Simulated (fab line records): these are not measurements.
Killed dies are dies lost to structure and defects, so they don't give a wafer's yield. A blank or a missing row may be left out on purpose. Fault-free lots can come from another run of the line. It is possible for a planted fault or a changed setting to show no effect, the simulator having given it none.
fab line records	flow n5Finfet
[record] lots = 24	wafers = 72	lastDay = 17
route steps=1938 shown BEOL_M3@988
lots untouched by any fault: they come from a run of this same line in which no faults occurred
startH: start of the lot's first displayed wafer, in hours after the record's first day	waitH: hours elapsed since this lot's preceding step	" repeats the value in the row above	L1.1+2: one row covering several wafers at once	- no value present, or no start provided	* or withheld: withheld	< > ~ a bound
route shown NAME@n: names a module that has steps shown in the file, with the first one's number in the route	usual: mean/standard deviation of fault-free wafers	same: alike in all rows	chamber/n: place in a boat	sites: readings site by site	_std_site: standard deviation across them	_edge_site: outer sites' mean less inner sites'	radiusMm: how far each site lies from the wafer's centre	mask NAME#n: copy n	behind: tool/chamber where the wafer was last shaped	hold: why the lot was held/for how many hours/how that ended	device: transistor that didn't switch, given as n, p or np	end of line: the route-end tests of the same wafers	where a step has no rows: the recipe by itself	killed: dies lost to structure and defects at the first sort, not the wafer's yield	map: dies across one wafer; x = killed, . = not, _ = none there
set.NAME: the setting that was run; set.NAME@STEP: the one run at that earlier step	model.NAME: the simulator's own value behind a step, which no gauge read
a sample of lots followed through the steps of the route, with each step as a table and each wafer as a row
[[steps]]
[step N5_BEOL_M3_CD_MEAS_35]
[recipe] targetCdNm = 18	targetCdYNm = 21	polarity = opening
[usual] cdNm = 17.9/0.44
lot.wafer	tool	chamber	startH	waitH	cdNm
L074.2	cdSem-03	-	146.22	0.0	17.6
L074.3	"	-	"	"	17.3
L074.5	"	-	"	"	17.7
L075.1	cdSem-01	-	156.27	0.0	17.2
L075.4	"	-	"	"	17.7
L075.5	"	-	"	"	17.0
L076.2	cdSem-01	-	173.24	0.0	18.0
L076.3	"	-	"	"	18.4
L076.6	"	-	"	"	18.1
L078.2	cdSem-03	-	173.51	0.0	18.7
L078.4	"	-	"	"	17.1
L078.6	"	-	"	"	17.8
L077.2	cdSem-03	-	173.87	0.0	17.3
L077.5	"	-	"	"	18.3
L077.6	"	-	"	"	18.0
L079.1	cdSem-01	-	188.37	0.0	17.9
L079.2	"	-	"	"	18.4
L079.5	"	-	"	"	18.1
L081.2	cdSem-02	-	195.80	0.0	18.3
L081.3	"	-	"	"	18.5
L081.6	"	-	"	"	18.4
L080.3	cdSem-01	-	205.95	0.0	17.9
L080.5	"	-	"	"	18.0
L080.6	"	-	"	"	18.2
L082.1	cdSem-01	-	206.99	0.0	18.2
L082.3	"	-	"	"	18.6
L082.4	"	-	"	"	18.1
L083.2	cdSem-01	-	211.44	0.0	17.6
L083.3	"	-	"	"	17.7
L083.4	"	-	"	"	17.8
L084.4	cdSem-02	-	215.22	0.0	18.1
L084.5	"	-	"	"	17.7
L084.6	"	-	"	"	17.5
L086.1	cdSem-01	-	221.53	0.0	17.6
L086.3	"	-	"	"	18.0
L086.6	"	-	"	"	18.4
L085.2	cdSem-01	-	226.30	0.0	18.6
L085.3	"	-	"	"	17.3
L085.4	"	-	"	"	18.5
L087.3	cdSem-01	-	226.74	0.0	18.2
L087.4	"	-	"	"	17.7
L087.6	"	-	"	"	17.8
L088.1	cdSem-01	-	240.61	0.0	18.6
L088.5	"	-	"	"	17.4
L088.6	"	-	"	"	17.9
L089.2	cdSem-02	-	242.68	0.0	17.8
L089.3	"	-	"	"	18.3
L089.5	"	-	"	"	18.5
L090.2	cdSem-01	-	246.40	0.0	18.0
L090.5	"	-	"	"	18.5
L090.6	"	-	"	"	17.5
L091.1	cdSem-01	-	256.11	0.0	16.9
L091.4	"	-	"	"	17.9
L091.5	"	-	"	"	17.0
L092.4	cdSem-03	-	264.38	0.0	17.6
L092.5	"	-	"	"	17.8
L092.6	"	-	"	"	18.5
L095.3	cdSem-02	-	272.58	0.0	18.5
L095.4	"	-	"	"	17.5
L095.6	"	-	"	"	17.6
L093.1	cdSem-01	-	277.48	0.0	18.4
L093.4	"	-	"	"	18.4
L093.6	"	-	"	"	17.9
L094.1	cdSem-02	-	283.08	0.0	17.8
L094.4	"	-	"	"	18.3
L094.6	"	-	"	"	17.6
L096.1	cdSem-03	-	283.37	0.0	17.9
L096.2	"	-	"	"	17.0
L096.3	"	-	"	"	17.5
L097.2	cdSem-02	-	287.80	0.0	18.1
L097.3	"	-	"	"	18.3
L097.4	"	-	"	"	18.8
[step N5_BEOL_M3_DEGAS_44]
[recipe] ambient = vacuum	tempC = 250	timeS = 60
[usual] heaterPowerW = 327/23	susceptorTempC = 249.99/0.16
lot.wafer	tool	chamber	startH	waitH	heaterPowerW	susceptorTempC
L074.2	pvdSputter-03	-	146.45	0.2	334	250.01
L074.3	"	-	"	"	314	250.11
L074.5	"	-	"	"	324	250.23
L075.1	pvdSputter-02	-	156.44	0.2	329	249.67
L075.4	"	-	"	"	317	249.70
L075.5	"	-	"	"	340	250.07
L076.2	pvdSputter-03	-	173.71	0.5	329	250.06
L076.3	"	-	"	"	293	249.76
L076.6	"	-	"	"	293	250.09
L078.2	pvdSputter-01	-	173.74	0.2	309	250.19
L078.4	"	-	"	"	375	250.08
L078.6	"	-	"	"	378	250.13
L077.2	pvdSputter-03	-	174.37	0.5	293	250.14
L077.5	"	-	"	"	290	250.01
L077.6	"	-	"	"	337	249.87
L079.1	pvdSputter-02	-	188.58	0.2	333	250.20
L079.2	"	-	"	"	331	249.98
L079.5	"	-	"	"	312	250.11
L081.2	pvdSputter-01	-	195.84	0.0	311	250.09
L081.3	"	-	"	"	344	250.00
L081.6	"	-	"	"	389	249.92
L080.3	pvdSputter-03	-	206.09	0.1	336	250.13
L080.5	"	-	"	"	331	250.04
L080.6	"	-	"	"	334	249.88
L082.1	pvdSputter-02	-	208.33	1.3	318	250.12
L082.3	"	-	"	"	331	249.85
L082.4	"	-	"	"	313	249.74
L083.2	pvdSputter-03	-	211.89	0.4	329	250.00
L083.3	"	-	"	"	283	249.89
L083.4	"	-	"	"	322	249.92
L084.4	pvdSputter-01	-	215.35	0.1	313	250.09
L084.5	"	-	"	"	334	250.22
L084.6	"	-	"	"	377	250.12
L086.1	pvdSputter-01	-	223.35	1.8	321	250.19
L086.3	"	-	"	"	348	250.05
L086.6	"	-	"	"	316	249.94
L085.2	pvdSputter-03	-	226.66	0.4	333	250.16
L085.3	"	-	"	"	337	249.80
L085.4	"	-	"	"	321	250.00
L087.3	pvdSputter-01	-	227.23	0.5	379	250.06
L087.4	"	-	"	"	303	249.81
L087.6	"	-	"	"	349	250.21
L088.1	pvdSputter-01	-	241.34	0.7	308	250.29
L088.5	"	-	"	"	305	249.93
L088.6	"	-	"	"	347	249.68
L089.2	pvdSputter-02	-	243.09	0.4	312	250.04
L089.3	"	-	"	"	325	249.85
L089.5	"	-	"	"	333	249.87
L090.2	pvdSputter-03	-	247.08	0.7	317	250.01
L090.5	"	-	"	"	287	250.34
L090.6	"	-	"	"	317	250.03
L091.1	pvdSputter-02	-	256.19	0.1	311	250.02
L091.4	"	-	"	"	320	249.94
L091.5	"	-	"	"	321	249.86
L092.4	pvdSputter-01	-	264.78	0.4	348	249.93
L092.5	"	-	"	"	322	250.15
L092.6	"	-	"	"	315	250.16
L095.3	pvdSputter-02	-	272.63	0.0	323	249.74
L095.4	"	-	"	"	314	250.32
L095.6	"	-	"	"	323	249.70
L093.1	pvdSputter-02	-	277.74	0.3	317	249.77
L093.4	"	-	"	"	331	250.02
L093.6	"	-	"	"	315	249.84
L094.1	pvdSputter-03	-	283.18	0.1	287	249.97
L094.4	"	-	"	"	330	249.90
L094.6	"	-	"	"	289	249.96
L096.1	pvdSputter-03	-	284.36	1.0	313	249.78
L096.2	"	-	"	"	335	250.00
L096.3	"	-	"	"	281	249.84
L097.2	pvdSputter-01	-	288.24	0.4	378	249.95
L097.3	"	-	"	"	317	249.89
L097.4	"	-	"	"	321	250.12
[step N5_BEOL_M3_PRE_CLEAN_45]
[recipe] gas = H2/He	timeS = 30	tempC = 250
[usual] heaterPowerW = 327/24	susceptorTempC = 250.00/0.18
lot.wafer	tool	chamber	startH	waitH	heaterPowerW	susceptorTempC
L074.2	pvdSputter-03	-	146.49	0.0	334	249.98
L074.3	"	-	"	"	318	249.67
L074.5	"	-	"	"	320	249.97
L075.1	pvdSputter-02	-	156.48	0.0	334	250.10
L075.4	"	-	"	"	308	250.08
L075.5	"	-	"	"	328	250.30
L076.2	pvdSputter-03	-	173.75	0.0	332	250.13
L076.3	"	-	"	"	287	249.72
L076.6	"	-	"	"	295	250.02
L078.2	pvdSputter-01	-	173.78	0.0	310	249.83
L078.4	"	-	"	"	390	249.81
L078.6	"	-	"	"	381	250.05
L077.2	pvdSputter-03	-	174.41	0.0	286	250.03
L077.5	"	-	"	"	292	250.04
L077.6	"	-	"	"	333	249.74
L079.1	pvdSputter-02	-	188.62	0.0	319	250.08
L079.2	"	-	"	"	331	249.79
L079.5	"	-	"	"	318	250.07
L081.2	pvdSputter-01	-	195.88	0.0	305	249.74
L081.3	"	-	"	"	340	249.93
L081.6	"	-	"	"	385	249.89
L080.3	pvdSputter-03	-	206.13	0.0	332	250.29
L080.5	"	-	"	"	335	250.22
L080.6	"	-	"	"	341	249.89
L082.1	pvdSputter-02	-	208.37	0.0	325	249.85
L082.3	"	-	"	"	334	250.34
L082.4	"	-	"	"	317	249.89
L083.2	pvdSputter-03	-	211.93	0.0	333	250.16
L083.3	"	-	"	"	286	249.71
L083.4	"	-	"	"	312	250.04
L084.4	pvdSputter-01	-	215.39	0.0	313	250.09
L084.5	"	-	"	"	329	249.91
L084.6	"	-	"	"	389	250.12
L086.1	pvdSputter-01	-	223.39	0.0	309	249.77
L086.3	"	-	"	"	333	249.99
L086.6	"	-	"	"	314	249.90
L085.2	pvdSputter-03	-	226.70	0.0	329	249.89
L085.3	"	-	"	"	336	250.05
L085.4	"	-	"	"	318	250.06
L087.3	pvdSputter-01	-	227.27	0.0	390	250.18
L087.4	"	-	"	"	308	249.99
L087.6	"	-	"	"	343	250.16
L088.1	pvdSputter-01	-	241.38	0.0	308	250.19
L088.5	"	-	"	"	310	249.91
L088.6	"	-	"	"	341	250.08
L089.2	pvdSputter-02	-	243.13	0.0	314	250.02
L089.3	"	-	"	"	326	249.89
L089.5	"	-	"	"	330	250.23
L090.2	pvdSputter-03	-	247.12	0.0	316	250.23
L090.5	"	-	"	"	290	249.49
L090.6	"	-	"	"	326	249.97
L091.1	pvdSputter-02	-	256.23	0.0	312	250.12
L091.4	"	-	"	"	327	250.01
L091.5	"	-	"	"	326	250.02
L092.4	pvdSputter-01	-	264.82	0.0	342	249.90
L092.5	"	-	"	"	314	250.03
L092.6	"	-	"	"	314	250.27
L095.3	pvdSputter-02	-	272.67	0.0	329	249.95
L095.4	"	-	"	"	314	249.70
L095.6	"	-	"	"	317	250.18
L093.1	pvdSputter-02	-	277.78	0.0	313	249.70
L093.4	"	-	"	"	326	249.75
L093.6	"	-	"	"	311	249.73
L094.1	pvdSputter-03	-	283.22	0.0	285	249.84
L094.4	"	-	"	"	322	250.19
L094.6	"	-	"	"	284	249.61
L096.1	pvdSputter-03	-	284.40	0.0	316	250.02
L096.2	"	-	"	"	333	249.85
L096.3	"	-	"	"	286	249.97
L097.2	pvdSputter-01	-	288.28	0.0	381	249.73
L097.3	"	-	"	"	315	250.09
L097.4	"	-	"	"	316	250.12
[step N5_BEOL_M3_ANNEAL_87]
[recipe] tempC = 400	timeS = 240	ambient = vacuum
[usual] heaterPowerW = 804/44	susceptorTempC = 400.00/0.22
lot.wafer	tool	chamber	startH	waitH	heaterPowerW	susceptorTempC
L074.2	pvdSputter-03	-	149.39	0.0	834	399.86
L074.3	"	-	"	"	721	400.06
L074.5	"	-	"	"	811	399.73
L075.1	pvdSputter-03	-	158.59	0.0	722	400.15
L075.4	"	-	"	"	787	399.98
L075.5	"	-	"	"	826	399.99
L076.2	pvdSputter-03	-	175.33	0.0	841	399.94
L076.3	"	-	"	"	825	400.18
L076.6	"	-	"	"	787	400.14
L078.2	pvdSputter-01	-	175.60	0.0	781	400.20
L078.4	"	-	"	"	769	399.61
L078.6	"	-	"	"	782	400.01
L077.2	pvdSputter-02	-	177.15	0.0	792	400.28
L077.5	"	-	"	"	768	400.18
L077.6	"	-	"	"	825	399.93
L079.1	pvdSputter-02	-	190.08	0.0	809	399.95
L079.2	"	-	"	"	836	399.91
L079.5	"	-	"	"	838	400.06
L081.2	pvdSputter-03	-	197.31	0.0	728	399.98
L081.3	"	-	"	"	841	399.75
L081.6	"	-	"	"	730	399.85
L080.3	pvdSputter-03	-	207.53	0.0	794	399.97
L080.5	"	-	"	"	840	400.17
L080.6	"	-	"	"	775	400.01
L082.1	pvdSputter-02	-	209.69	0.0	784	399.73
L082.3	"	-	"	"	800	399.97
L082.4	"	-	"	"	818	399.66
L083.2	pvdSputter-03	-	213.35	0.0	837	400.14
L083.3	"	-	"	"	841	399.96
L083.4	"	-	"	"	783	399.89
L084.4	pvdSputter-01	-	216.89	0.0	840	400.11
L084.5	"	-	"	"	826	400.18
L084.6	"	-	"	"	928	399.89
L086.1	pvdSputter-02	-	224.71	0.0	784	400.13
L086.3	"	-	"	"	790	399.75
L086.6	"	-	"	"	802	400.45
L085.2	pvdSputter-03	-	227.96	0.0	778	399.66
L085.3	"	-	"	"	704	399.89
L085.4	"	-	"	"	831	399.97
L087.3	pvdSputter-03	-	229.80	0.0	817	400.09
L087.4	"	-	"	"	723	399.96
L087.6	"	-	"	"	720	400.05
L088.1	pvdSputter-03	-	242.80	0.0	814	399.61
L088.5	"	-	"	"	817	399.88
L088.6	"	-	"	"	798	399.76
L089.2	pvdSputter-02	-	244.49	0.0	834	400.06
L089.3	"	-	"	"	827	400.16
L089.5	"	-	"	"	820	400.45
L090.2	pvdSputter-02	-	248.93	0.0	792	400.06
L090.5	"	-	"	"	824	399.67
L090.6	"	-	"	"	784	400.37
L091.1	pvdSputter-02	-	259.15	0.0	848	400.38
L091.4	"	-	"	"	821	399.98
L091.5	"	-	"	"	809	399.73
L092.4	pvdSputter-02	-	266.13	0.0	793	400.44
L092.5	"	-	"	"	806	400.00
L092.6	"	-	"	"	809	399.89
L095.3	pvdSputter-03	-	274.50	0.0	835	399.94
L095.4	"	-	"	"	720	399.95
L095.6	"	-	"	"	836	399.94
L093.1	pvdSputter-01	-	279.24	0.0	777	400.39
L093.4	"	-	"	"	856	399.81
L093.6	"	-	"	"	868	400.32
L094.1	pvdSputter-02	-	284.60	0.0	813	399.81
L094.4	"	-	"	"	824	400.24
L094.6	"	-	"	"	784	399.87
L096.1	pvdSputter-03	-	285.86	0.0	829	400.23
L096.2	"	-	"	"	818	399.79
L096.3	"	-	"	"	710	399.86
L097.2	pvdSputter-03	-	289.68	0.0	836	400.15
L097.3	"	-	"	"	769	399.79
L097.4	"	-	"	"	718	400.25
[step N5_BEOL_M3_SPUTTER_88]
[recipe] material = Cu	targetThkA = 45	tempC = -20	chamberPressurePa = 0.07	powerW = withheld	timeS = 8.29
[usual] chuckSensorTempC = -15.8/0.39	substrateTempC = -19.98/0.12	susceptorTempC = -20.00/0.11	throttleValvePct = 30.4/0.59
lot.wafer	tool	chamber	startH	waitH	chuckSensorTempC	substrateTempC	susceptorTempC	throttleValvePct
L074.2	pvdSputter-03	-	149.53	0.1	-16.0	-20.15	-20.11	30.6
L074.3	"	-	"	"	-15.3	-20.06	-19.84	30.5
L074.5	"	-	"	"	-16.0	-20.03	-20.10	30.6
L075.1	pvdSputter-03	-	158.73	0.1	-15.3	-19.87	-19.88	30.5
L075.4	"	-	"	"	-16.0	-19.92	-20.04	30.5
L075.5	"	-	"	"	-15.9	-19.88	-19.97	30.7
L076.2	pvdSputter-03	-	175.47	0.1	-16.0	-19.97	-20.06	30.6
L076.3	"	-	"	"	-15.4	-20.26	-19.93	30.5
L076.6	"	-	"	"	-15.8	-20.01	-20.06	30.1
L078.2	pvdSputter-01	-	175.74	0.1	-15.7	-19.79	-20.16	31.1
L078.4	"	-	"	"	-15.6	-19.87	-19.92	29.3
L078.6	"	-	"	"	-15.5	-20.01	-19.94	31.0
L077.2	pvdSputter-02	-	177.29	0.1	-16.5	-19.86	-20.08	29.9
L077.5	"	-	"	"	-16.6	-20.18	-19.89	29.5
L077.6	"	-	"	"	-16.4	-19.89	-20.09	30.5
L079.1	pvdSputter-02	-	190.22	0.1	-15.2	-20.02	-20.03	30.7
L079.2	"	-	"	"	-16.0	-20.10	-20.07	30.6
L079.5	"	-	"	"	-15.8	-20.03	-19.84	30.3
L081.2	pvdSputter-03	-	197.45	0.1	-15.3	-19.86	-19.93	30.6
L081.3	"	-	"	"	-16.1	-19.96	-20.00	30.6
L081.6	"	-	"	"	-15.1	-19.79	-20.01	30.4
L080.3	pvdSputter-03	-	207.67	0.1	-15.8	-20.02	-20.10	30.1
L080.5	"	-	"	"	-16.0	-19.97	-19.89	30.8
L080.6	"	-	"	"	-16.0	-20.11	-20.11	30.3
L082.1	pvdSputter-02	-	209.83	0.1	-16.7	-19.98	-19.91	29.6
L082.3	"	-	"	"	-15.2	-19.85	-20.06	30.9
L082.4	"	-	"	"	-16.5	-20.01	-19.91	30.5
L083.2	pvdSputter-03	-	213.49	0.1	-15.7	-20.18	-19.99	30.2
L083.3	"	-	"	"	-16.0	-20.12	-19.78	30.5
L083.4	"	-	"	"	-16.1	-19.99	-20.06	30.3
L084.4	pvdSputter-01	-	217.03	0.1	-15.7	-19.92	-20.03	31.5
L084.5	"	-	"	"	-15.7	-19.74	-20.01	31.5
L084.6	"	-	"	"	-15.7	-19.89	-19.92	27.9
L086.1	pvdSputter-02	-	224.85	0.1	-16.5	-19.98	-20.04	30.0
L086.3	"	-	"	"	-15.5	-20.11	-20.10	30.8
L086.6	"	-	"	"	-15.4	-20.02	-20.02	30.9
L085.2	pvdSputter-03	-	228.10	0.1	-16.0	-20.04	-20.06	30.2
L085.3	"	-	"	"	-15.4	-20.13	-19.92	30.4
L085.4	"	-	"	"	-15.6	-20.19	-20.00	30.4
L087.3	pvdSputter-03	-	229.94	0.1	-15.8	-19.92	-20.09	30.3
L087.4	"	-	"	"	-15.3	-20.12	-19.89	30.5
L087.6	"	-	"	"	-15.4	-20.04	-19.88	30.4
L088.1	pvdSputter-03	-	242.94	0.1	-16.0	-19.81	-19.94	30.2
L088.5	"	-	"	"	-15.7	-20.03	-19.86	30.4
L088.6	"	-	"	"	-15.9	-19.91	-19.85	30.4
L089.2	pvdSputter-02	-	244.63	0.1	-16.3	-19.97	-20.17	30.7
L089.3	"	-	"	"	-15.8	-20.05	-19.98	30.2
L089.5	"	-	"	"	-16.4	-20.08	-20.27	30.7
L090.2	pvdSputter-02	-	249.07	0.1	-15.4	-20.10	-20.07	30.8
L090.5	"	-	"	"	-16.3	-20.03	-19.80	30.4
L090.6	"	-	"	"	-16.5	-19.94	-20.01	29.8
L091.1	pvdSputter-02	-	259.29	0.1	-15.8	-20.18	-20.26	30.3
L091.4	"	-	"	"	-15.4	-20.12	-20.06	30.8
L091.5	"	-	"	"	-15.4	-19.92	-19.73	30.6
L092.4	pvdSputter-02	-	266.27	0.1	-16.4	-19.92	-20.06	29.8
L092.5	"	-	"	"	-15.9	-19.90	-20.10	29.9
L092.6	"	-	"	"	-16.5	-20.05	-19.98	30.9
L095.3	pvdSputter-03	-	274.64	0.1	-16.0	-20.05	-20.09	30.6
L095.4	"	-	"	"	-15.2	-19.93	-20.02	30.6
L095.6	"	-	"	"	-16.0	-20.03	-20.08	30.6
L093.1	pvdSputter-01	-	279.38	0.1	-15.6	-19.87	-20.01	31.3
L093.4	"	-	"	"	-15.8	-19.90	-19.90	31.7
L093.6	"	-	"	"	-15.9	-19.91	-19.85	31.5
L094.1	pvdSputter-02	-	284.74	0.1	-15.5	-19.98	-20.02	30.9
L094.4	"	-	"	"	-16.0	-19.98	-19.90	30.3
L094.6	"	-	"	"	-16.3	-20.09	-20.01	29.7
L096.1	pvdSputter-03	-	286.00	0.1	-15.3	-19.92	-19.97	30.3
L096.2	"	-	"	"	-15.9	-20.08	-20.15	30.7
L096.3	"	-	"	"	-15.2	-19.90	-20.03	30.8
L097.2	pvdSputter-03	-	289.82	0.1	-15.5	-20.07	-19.98	30.6
L097.3	"	-	"	"	-15.9	-19.87	-20.24	30.4
L097.4	"	-	"	"	-15.3	-19.84	-19.94	30.5
[step N5_BEOL_M3_SPUTTER_94]
[recipe] material = Cu	targetThkA = 45	tempC = -20	chamberPressurePa = 0.07	powerW = withheld	timeS = 8.29
[usual] chuckSensorTempC = -15.8/0.4	substrateTempC = -20.03/0.11	susceptorTempC = -20.02/0.095	throttleValvePct = 30.3/0.6
lot.wafer	tool	chamber	startH	waitH	chuckSensorTempC	substrateTempC	susceptorTempC	throttleValvePct
L074.2	pvdSputter-03	-	150.19	0.1	-16.0	-20.06	-20.06	30.4
L074.3	"	-	"	"	-15.3	-20.16	-20.10	30.5
L074.5	"	-	"	"	-16.0	-19.94	-20.06	30.5
L075.1	pvdSputter-03	-	159.39	0.1	-15.4	-19.94	-20.03	30.4
L075.4	"	-	"	"	-16.0	-20.11	-20.14	30.3
L075.5	"	-	"	"	-16.0	-19.90	-19.89	30.5
L076.2	pvdSputter-03	-	176.13	0.1	-16.1	-20.15	-19.95	30.5
L076.3	"	-	"	"	-15.6	-19.86	-20.16	30.2
L076.6	"	-	"	"	-15.9	-20.05	-19.96	30.4
L078.2	pvdSputter-01	-	176.40	0.1	-15.6	-20.24	-20.05	30.8
L078.4	"	-	"	"	-15.5	-19.92	-19.85	29.2
L078.6	"	-	"	"	-15.7	-20.11	-20.07	31.5
L077.2	pvdSputter-02	-	177.95	0.1	-16.3	-19.83	-20.14	29.7
L077.5	"	-	"	"	-16.5	-19.85	-20.02	29.8
L077.6	"	-	"	"	-16.2	-19.98	-20.03	30.7
L079.1	pvdSputter-02	-	190.88	0.1	-15.2	-19.82	-20.12	30.8
L079.2	"	-	"	"	-15.7	-20.22	-19.95	30.3
L079.5	"	-	"	"	-15.8	-20.11	-20.10	30.4
L081.2	pvdSputter-03	-	198.11	0.1	-15.2	-20.15	-20.08	30.4
L081.3	"	-	"	"	-15.8	-19.87	-20.00	30.7
L081.6	"	-	"	"	-15.5	-20.04	-20.11	30.5
L080.3	pvdSputter-03	-	208.33	0.1	-15.8	-20.12	-19.99	30.3
L080.5	"	-	"	"	-16.0	-19.95	-20.03	30.7
L080.6	"	-	"	"	-15.8	-20.18	-20.16	30.5
L082.1	pvdSputter-02	-	210.49	0.1	-16.6	-19.96	-20.06	29.6
L082.3	"	-	"	"	-15.2	-19.89	-20.15	31.2
L082.4	"	-	"	"	-16.3	-20.01	-19.99	30.8
L083.2	pvdSputter-03	-	214.15	0.1	-15.8	-20.07	-20.17	30.2
L083.3	"	-	"	"	-15.8	-20.14	-20.05	30.4
L083.4	"	-	"	"	-15.9	-19.95	-19.99	30.4
L084.4	pvdSputter-01	-	217.69	0.1	-15.7	-19.99	-20.06	31.5
L084.5	"	-	"	"	-15.8	-20.02	-19.99	31.7
L084.6	"	-	"	"	-15.4	-19.93	-19.98	27.9
L086.1	pvdSputter-02	-	225.51	0.1	-16.6	-19.94	-20.12	29.8
L086.3	"	-	"	"	-15.1	-20.16	-20.16	30.6
L086.6	"	-	"	"	-15.3	-20.15	-19.94	30.6
L085.2	pvdSputter-03	-	228.76	0.1	-15.9	-20.23	-20.08	30.4
L085.3	"	-	"	"	-15.2	-20.09	-20.04	30.1
L085.4	"	-	"	"	-15.5	-20.03	-19.92	30.1
L087.3	pvdSputter-03	-	230.60	0.1	-16.0	-19.92	-20.03	30.4
L087.4	"	-	"	"	-15.0	-19.95	-20.06	30.2
L087.6	"	-	"	"	-15.2	-19.87	-19.98	30.3
L088.1	pvdSputter-03	-	243.60	0.1	-16.0	-20.06	-19.93	30.5
L088.5	"	-	"	"	-15.9	-20.09	-20.13	30.6
L088.6	"	-	"	"	-15.9	-20.09	-20.05	30.0
L089.2	pvdSputter-02	-	245.29	0.1	-16.3	-19.86	-19.89	30.9
L089.3	"	-	"	"	-15.9	-20.16	-20.05	30.3
L089.5	"	-	"	"	-16.3	-19.94	-20.19	30.7
L090.2	pvdSputter-02	-	249.73	0.1	-15.2	-20.05	-20.03	30.6
L090.5	"	-	"	"	-16.4	-20.15	-19.97	30.7
L090.6	"	-	"	"	-16.3	-20.01	-20.03	29.8
L091.1	pvdSputter-02	-	259.95	0.1	-15.7	-19.93	-20.12	30.4
L091.4	"	-	"	"	-15.3	-19.93	-20.01	30.8
L091.5	"	-	"	"	-15.3	-20.01	-20.07	30.3
L092.4	pvdSputter-02	-	266.93	0.1	-16.4	-19.92	-20.04	29.9
L092.5	"	-	"	"	-16.0	-20.16	-20.01	30.1
L092.6	"	-	"	"	-16.4	-20.12	-19.93	30.5
L095.3	pvdSputter-03	-	275.30	0.1	-15.9	-20.11	-20.05	30.3
L095.4	"	-	"	"	-15.3	-20.08	-19.98	30.3
L095.6	"	-	"	"	-15.9	-19.98	-20.11	30.6
L093.1	pvdSputter-01	-	280.04	0.1	-15.7	-20.06	-20.26	30.9
L093.4	"	-	"	"	-15.6	-20.11	-19.98	31.5
L093.6	"	-	"	"	-15.7	-19.95	-20.18	31.7
L094.1	pvdSputter-02	-	285.40	0.1	-15.3	-20.19	-19.83	31.0
L094.4	"	-	"	"	-16.0	-19.93	-20.09	30.1
L094.6	"	-	"	"	-16.3	-20.14	-20.02	29.7
L096.1	pvdSputter-03	-	286.66	0.1	-15.6	-20.06	-19.82	30.5
L096.2	"	-	"	"	-16.0	-20.29	-19.92	30.2
L096.3	"	-	"	"	-15.3	-20.12	-20.09	30.4
L097.2	pvdSputter-03	-	290.48	0.1	-15.4	-19.95	-20.05	30.1
L097.3	"	-	"	"	-16.0	-20.01	-20.06	30.3
L097.4	"	-	"	"	-15.1	-19.95	-19.96	30.2
[[key]]
fault none
